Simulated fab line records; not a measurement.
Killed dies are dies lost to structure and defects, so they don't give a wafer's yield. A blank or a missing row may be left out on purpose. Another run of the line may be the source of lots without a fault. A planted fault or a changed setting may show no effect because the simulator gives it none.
Lot-split experiment | flow n5-finfet | on a route of 1938 steps: 7 lots, 20 wafers read

## ON THE SPLIT
At N5_SD_EPI_N_DEVELOP_08 (develop time 30 s), the setting develop-time-s was moved away from the recipe's 30 s on 5 of the 20 wafers read, by -17.3% to +21.1%. This setting was run at the recipe's value on the other wafers.

The file shows no step between the split and the reading.

## THE READING
SD_EPI_N.cd-nm (the simulator's own value, which no gauge read), in nm, at N5_SD_EPI_N_DESCUM_14 (chemistry O2, time 7.9 s). The file gives no usual value for it. Average 120.1 nm, standard deviation 0.42 nm, over the 15 wafers here run with the recipe.

wafer  | tool, chamber at the split | develop-time-s as run, s | against the recipe | SD_EPI_N.cd-nm, nm | against lot-mates on the recipe
L074.3 | litho-track-03, 0          | 30                       | recipe             | 119.8              | -
L074.5 | litho-track-03, 0          | 30                       | recipe             | 119.8              | -
L074.6 | litho-track-03, 0          | 30                       | recipe             | 119.8              | -
L076.2 | litho-track-04, 0          | 30                       | recipe             | 120.6              | -
L076.4 | litho-track-04, 0          | 24.82                    | -17.3%             | 119.2              | -1.4
L076.5 | litho-track-04, 0          | 24.82                    | -17.3%             | 119                | -1.6
L087.1 | litho-track-03, 0          | 30                       | recipe             | 120.6              | -
L087.5 | litho-track-03, 0          | 30                       | recipe             | 121                | -
L087.6 | litho-track-03, 0          | 30                       | recipe             | 120.4              | -
L088.1 | litho-track-03, 0          | 30                       | recipe             | 120.4              | -
L088.3 | litho-track-03, 0          | 30                       | recipe             | 119.8              | -
L088.6 | litho-track-03, 0          | 30                       | recipe             | 119.8              | -
L090.3 | litho-track-01, 0          | 30                       | recipe             | 119.8              | -
L090.4 | litho-track-01, 0          | 30                       | recipe             | 120.2              | -
L090.6 | litho-track-01, 0          | 30                       | recipe             | 120                | -
L091.2 | litho-track-01, 0          | 30                       | recipe             | 119.4              | -
L091.3 | litho-track-01, 0          | 30                       | recipe             | 119.8              | -
L091.5 | litho-track-01, 0          | 35.97                    | +19.9%             | 120.8              | +1.2
L092.3 | litho-track-03, 0          | 36.32                    | +21.1%             | 121.2              | no lot-mate on the recipe
L092.6 | litho-track-03, 0          | 36.32                    | +21.1%             | 121.6              | no lot-mate on the recipe

THE FIT
A straight line over all 20 wafers: SD_EPI_N.cd-nm changes by +0.0553 nm for each +1% of develop-time-s; r = +0.81; the points scatter about the line by 0.4 nm.
The same after taking each lot's own level away (the mean of its wafers on the recipe; 18 wafers): +0.0757 nm for each +1%; r = +0.94; scatter 0.22 nm.
Per that fit: largest develop-time-s move, reading shift of 1.6 nm.
From 119.60 to 120.67 nm: that is the span of the lots' own levels, equal to 2.6 times the standard deviation above.
Thus the slope moves with the lot-to-lot level: the two fits are different.
Check: +1.73 nm against its lot-mates is what the line predicts for one of the wafers moved furthest among these (+19.9%) when that wafer is left out of the fit. It came out at +1.2 nm against them.

## FURTHER SPLITS ON THESE WAFERS
Note: prior to the reading, these wafers also went through further splits. Each is held against what the fit with the lots' levels taken away leaves over:
other split on the same wafers       | wafers away from the commonest value | r with SD_EPI_N.cd-nm (lot level and that fit taken away)
N5_STI_FIN_REVEAL_PRECLEAN_17 time-s | 9                                    | +0.23

## THE FILE'S OWN FIT
SD_EPI_N.cd-nm changes by +0.0717 nm for each +1% of develop-time-s, r = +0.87.
